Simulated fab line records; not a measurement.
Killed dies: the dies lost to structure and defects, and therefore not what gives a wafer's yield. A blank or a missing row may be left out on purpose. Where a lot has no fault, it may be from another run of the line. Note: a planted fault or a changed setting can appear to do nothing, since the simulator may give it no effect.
Split-lot trial || flow n5 finfet || 7 lots, 21 wafers read, on a route of 1938 steps

== THE SPLIT ==
At N5_PASSIVATION_PECVD_53 (deposits SiO2 from TEOS/O2, target thk 800 nm, time 169.4 s), the setting temp c was moved away from the recipe's 400 C on 10 of the 21 wafers read, by -3.4% to +2.0%. The other wafers ran this setting at the recipe's value.

The split's own step is where the reading is taken.

== THE READING ==
SiO2_of_PASSIVATION_PECVD_53.thk nm (the simulator's own value, which no gauge read), in nm, at N5_PASSIVATION_PECVD_53 (deposits SiO2 from TEOS/O2, target thk 800 nm, time 169.4 s). There is no usual value for it anywhere in the file. Here, 11 wafers ran the recipe; their average is 800.5 nm with a standard deviation of 6.9 nm.

{"wafer": "L076.3", "tool, chamber at the split": "pecvd-02, 2", "temp c as run, C": 400, "against the recipe": "recipe", "SiO2_of_PASSIVATION_PECVD_53.thk nm, nm": 788, "against lot-mates on the recipe": "-"}
{"wafer": "L076.4", "tool, chamber at the split": "pecvd-02, 1", "temp c as run, C": 388.1, "against the recipe": "-3.0%", "SiO2_of_PASSIVATION_PECVD_53.thk nm, nm": 867.4, "against lot-mates on the recipe": "+70.4"}
{"wafer": "L076.6", "tool, chamber at the split": "pecvd-02, 0", "temp c as run, C": 400, "against the recipe": "recipe", "SiO2_of_PASSIVATION_PECVD_53.thk nm, nm": 806, "against lot-mates on the recipe": "-"}
{"wafer": "L078.2", "tool, chamber at the split": "pecvd-04, 0", "temp c as run, C": 387.9, "against the recipe": "-3.0%", "SiO2_of_PASSIVATION_PECVD_53.thk nm, nm": 848.4, "against lot-mates on the recipe": "+39.4"}
{"wafer": "L078.3", "tool, chamber at the split": "pecvd-04, 1", "temp c as run, C": 387.9, "against the recipe": "-3.0%", "SiO2_of_PASSIVATION_PECVD_53.thk nm, nm": 867.8, "against lot-mates on the recipe": "+58.8"}
{"wafer": "L078.5", "tool, chamber at the split": "pecvd-04, 2", "temp c as run, C": 400, "against the recipe": "recipe", "SiO2_of_PASSIVATION_PECVD_53.thk nm, nm": 809, "against lot-mates on the recipe": "-"}
{"wafer": "L081.1", "tool, chamber at the split": "pecvd-04, 0", "temp c as run, C": 391.1, "against the recipe": "-2.2%", "SiO2_of_PASSIVATION_PECVD_53.thk nm, nm": 830.2, "against lot-mates on the recipe": "+32.0"}
{"wafer": "L081.5", "tool, chamber at the split": "pecvd-04, 0", "temp c as run, C": 400, "against the recipe": "recipe", "SiO2_of_PASSIVATION_PECVD_53.thk nm, nm": 798.2, "against lot-mates on the recipe": "-"}
{"wafer": "L081.6", "tool, chamber at the split": "pecvd-04, 1", "temp c as run, C": 391.1, "against the recipe": "-2.2%", "SiO2_of_PASSIVATION_PECVD_53.thk nm, nm": 851.8, "against lot-mates on the recipe": "+53.6"}
{"wafer": "L082.1", "tool, chamber at the split": "pecvd-03, 2", "temp c as run, C": 400, "against the recipe": "recipe", "SiO2_of_PASSIVATION_PECVD_53.thk nm, nm": 799.6, "against lot-mates on the recipe": "-"}
{"wafer": "L082.4", "tool, chamber at the split": "pecvd-03, 1", "temp c as run, C": 400, "against the recipe": "recipe", "SiO2_of_PASSIVATION_PECVD_53.thk nm, nm": 797, "against lot-mates on the recipe": "-"}
{"wafer": "L082.5", "tool, chamber at the split": "pecvd-03, 2", "temp c as run, C": 400, "against the recipe": "recipe", "SiO2_of_PASSIVATION_PECVD_53.thk nm, nm": 803, "against lot-mates on the recipe": "-"}
{"wafer": "L083.1", "tool, chamber at the split": "pecvd-02, 2", "temp c as run, C": 400, "against the recipe": "recipe", "SiO2_of_PASSIVATION_PECVD_53.thk nm, nm": 791.4, "against lot-mates on the recipe": "-"}
{"wafer": "L083.4", "tool, chamber at the split": "pecvd-02, 2", "temp c as run, C": 386.4, "against the recipe": "-3.4%", "SiO2_of_PASSIVATION_PECVD_53.thk nm, nm": 868, "against lot-mates on the recipe": "+76.6"}
{"wafer": "L083.6", "tool, chamber at the split": "pecvd-02, 1", "temp c as run, C": 386.4, "against the recipe": "-3.4%", "SiO2_of_PASSIVATION_PECVD_53.thk nm, nm": 870.2, "against lot-mates on the recipe": "+78.8"}
{"wafer": "L088.1", "tool, chamber at the split": "pecvd-03, 2", "temp c as run, C": 407.9, "against the recipe": "+2.0%", "SiO2_of_PASSIVATION_PECVD_53.thk nm, nm": 766.2, "against lot-mates on the recipe": -42.6}
{"wafer": "L088.2", "tool, chamber at the split": "pecvd-03, 0", "temp c as run, C": 400, "against the recipe": "recipe", "SiO2_of_PASSIVATION_PECVD_53.thk nm, nm": 808.2, "against lot-mates on the recipe": "-"}
{"wafer": "L088.6", "tool, chamber at the split": "pecvd-03, 1", "temp c as run, C": 400, "against the recipe": "recipe", "SiO2_of_PASSIVATION_PECVD_53.thk nm, nm": 809.4, "against lot-mates on the recipe": "-"}
{"wafer": "L093.1", "tool, chamber at the split": "pecvd-03, 2", "temp c as run, C": 400, "against the recipe": "recipe", "SiO2_of_PASSIVATION_PECVD_53.thk nm, nm": 795.6, "against lot-mates on the recipe": "-"}
{"wafer": "L093.4", "tool, chamber at the split": "pecvd-03, 1", "temp c as run, C": 388.4, "against the recipe": "-2.9%", "SiO2_of_PASSIVATION_PECVD_53.thk nm, nm": 864, "against lot-mates on the recipe": "+68.4"}
{"wafer": "L093.5", "tool, chamber at the split": "pecvd-03, 2", "temp c as run, C": 388.4, "against the recipe": "-2.9%", "SiO2_of_PASSIVATION_PECVD_53.thk nm, nm": 860.6, "against lot-mates on the recipe": "+65.0"}

THE FIT
A straight line over all 21 wafers: SiO2_of_PASSIVATION_PECVD_53.thk nm changes by -19.9 nm for each +1% of temp c; r = -0.97; the points scatter about the line by 7.7 nm.
The same after taking each lot's own level away (the mean of its wafers on the recipe; 21 wafers): -21.1 nm for each +1%; r = -0.97; scatter 8.2 nm.
According to that fit, moving temp c by its largest amount changes the reading by 72 nm.
The span of the lots' own levels, 791.40 to 809.00 nm, comes to 2.5 times the standard deviation stated above.
The two slopes are in agreement: the lot-to-lot level therefore moves the slope only a little.
Check: with one of the wafers moved furthest among these (-3.4%) left out of the fit, the line predicts +70.4 nm for it against its lot-mates. Against them it came out at +76.6 nm.

== OTHER SPLITS ON THESE WAFERS ==
Other splits were also applied to these wafers ahead of the reading. Each is held against what the fit with the lots' levels taken away leaves over:
{"other split on the same wafers": "N5_BEOL_M11_TRENCH_ETCH_37 source w", "wafers away from the commonest value": 5, "r with SiO2_of_PASSIVATION_PECVD_53.thk nm (lot level and that fit taken away)": "+0.01"}
{"other split on the same wafers": "N5_BEOL_M13_ETCH_68 time s", "wafers away from the commonest value": 5, "r with SiO2_of_PASSIVATION_PECVD_53.thk nm (lot level and that fit taken away)": -0.34}
{"other split on the same wafers": "N5_BEOL_M13_SPUTTER_44 time s", "wafers away from the commonest value": 4, "r with SiO2_of_PASSIVATION_PECVD_53.thk nm (lot level and that fit taken away)": -0.16}
{"other split on the same wafers": "N5_BEOL_M14_ETCH_68 time s", "wafers away from the commonest value": 4, "r with SiO2_of_PASSIVATION_PECVD_53.thk nm (lot level and that fit taken away)": -0.16}
{"other split on the same wafers": "N5_BEOL_M14_TRENCH_ETCH_34 bias w", "wafers away from the commonest value": 5, "r with SiO2_of_PASSIVATION_PECVD_53.thk nm (lot level and that fit taken away)": "+0.21"}
{"other split on the same wafers": "N5_BEOL_M15_ETCH_61 bias w", "wafers away from the commonest value": 5, "r with SiO2_of_PASSIVATION_PECVD_53.thk nm (lot level and that fit taken away)": -0.37}
{"other split on the same wafers": "N5_MIM_TOP_LITHO_EXPOSE_05 dose mj", "wafers away from the commonest value": 6, "r with SiO2_of_PASSIVATION_PECVD_53.thk nm (lot level and that fit taken away)": "+0.08"}

== THE FILE'S OWN FIT ==
SiO2_of_PASSIVATION_PECVD_53.thk nm changes by -21.2 nm for each +1% of temp c, r = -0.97.
